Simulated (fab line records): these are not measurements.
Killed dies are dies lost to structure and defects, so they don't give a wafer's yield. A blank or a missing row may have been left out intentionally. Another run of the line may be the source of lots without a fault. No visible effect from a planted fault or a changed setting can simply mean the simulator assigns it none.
Split-lot study | flow n5_finfet | 21 wafers read across 7 lots, on a route 1938 steps long

## SPLIT DETAILS
At N5_SDB_ETCH_25 (etches SiO2 in C4F6/O2, target depth 10 nm, time 3.3 s), the setting time_s was moved away from the recipe's 3.3 s on 9 of the 21 wafers read, by -22.1% to +11.8%. The other wafers ran this setting at the recipe's value.

Reading taken at the split's own step.

## THE READING
etch.depth_nm (the simulator's own value, which no gauge read), in nm, at N5_SDB_ETCH_25 (etches SiO2 in C4F6/O2, target depth 10 nm, time 3.3 s). The file gives no usual value for it. Average 9.923 nm, standard deviation 0.11 nm, over the 12 wafers here run with the recipe.

wafer  | tool, chamber at the split | time_s as run, s | against the recipe | etch.depth_nm, nm | against lot-mates on the recipe
L074.2 | rie_diel-05, 2             | 3.3              | recipe             | 9.958             | -
L074.4 | rie_diel-05, 3             | 3.3              | recipe             | 9.845             | -
L074.6 | rie_diel-05, 1             | 3.3              | recipe             | 9.715             | -
L075.3 | rie_diel-05, 1             | 3.688            | +11.8%             | 10.9              | +0.905
L075.5 | rie_diel-05, 1             | 3.688            | +11.8%             | 10.9              | +0.905
L075.6 | rie_diel-05, 2             | 3.3              | recipe             | 9.995             | -
L080.1 | rie_diel-02, 0             | 2.572            | -22.1%             | 7.711             | no lot-mate on the recipe
L080.2 | rie_diel-02, 2             | 2.572            | -22.1%             | 7.756             | no lot-mate on the recipe
L080.4 | rie_diel-02, 1             | 2.572            | -22.1%             | 7.691             | no lot-mate on the recipe
L082.1 | rie_diel-04, 3             | 3.3              | recipe             | 9.863             | -
L082.3 | rie_diel-04, 1             | 2.703            | -18.1%             | 8.243             | -1.698
L082.6 | rie_diel-04, 3             | 3.3              | recipe             | 10.02             | -
L084.3 | rie_diel-05, 3             | 3.3              | recipe             | 9.846             | -
L084.4 | rie_diel-05, 2             | 3.3              | recipe             | 9.88              | -
L084.5 | rie_diel-05, 3             | 3.3              | recipe             | 9.811             | -
L088.2 | rie_diel-02, 3             | 2.812            | -14.8%             | 8.384             | -1.591
L088.4 | rie_diel-02, 1             | 2.812            | -14.8%             | 8.517             | -1.458
L088.6 | rie_diel-02, 2             | 3.3              | recipe             | 9.975             | -
L091.3 | rie_diel-04, 1             | 3.3              | recipe             | 10.08             | -
L091.5 | rie_diel-04, 3             | 2.846            | -13.8%             | 8.57              | -1.515
L091.6 | rie_diel-04, 1             | 3.3              | recipe             | 10.09             | -

FIT RESULTS
A straight line over all 21 wafers: etch.depth_nm changes by +0.096 nm for each +1% of time_s; r = +0.99; the points scatter about the line by 0.11 nm.
The same after taking each lot's own level away (the mean of its wafers on the recipe; 18 wafers): +0.0944 nm for each +1%; r = +0.99; scatter 0.1 nm.
According to that fit, moving time_s by its largest amount changes the reading by 2.1 nm.
From 9.8393 to 10.0850 nm: that is the span of the lots' own levels, equal to 2.2 times the standard deviation above.
The two slopes are in agreement: the lot-to-lot level therefore moves the slope only a little.
Check: for one of the wafers moved furthest among these (-18.1%), held out of the fit, the line's prediction against its lot-mates is -1.78 nm. It came out at -1.7 nm against them.

## OTHER SPLITS APPLIED TO THESE WAFERS
Note: prior to the reading, these wafers also went through further splits. Each is held against what the fit with the lots' levels taken away leaves over:
other split on the same wafers       | wafers away from the commonest value | r with etch.depth_nm (lot level and that fit taken away)
N5_SD_EPI_P_ETCH_16 target_depth_a   | 6                                    | -0.10
N5_SD_EPI_P_EPI_21 epi_growth_time_s | 11                                   | +0.13

## THE FILE'S OWN FIT
etch.depth_nm changes by +0.0971 nm for each +1% of time_s, r = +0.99.
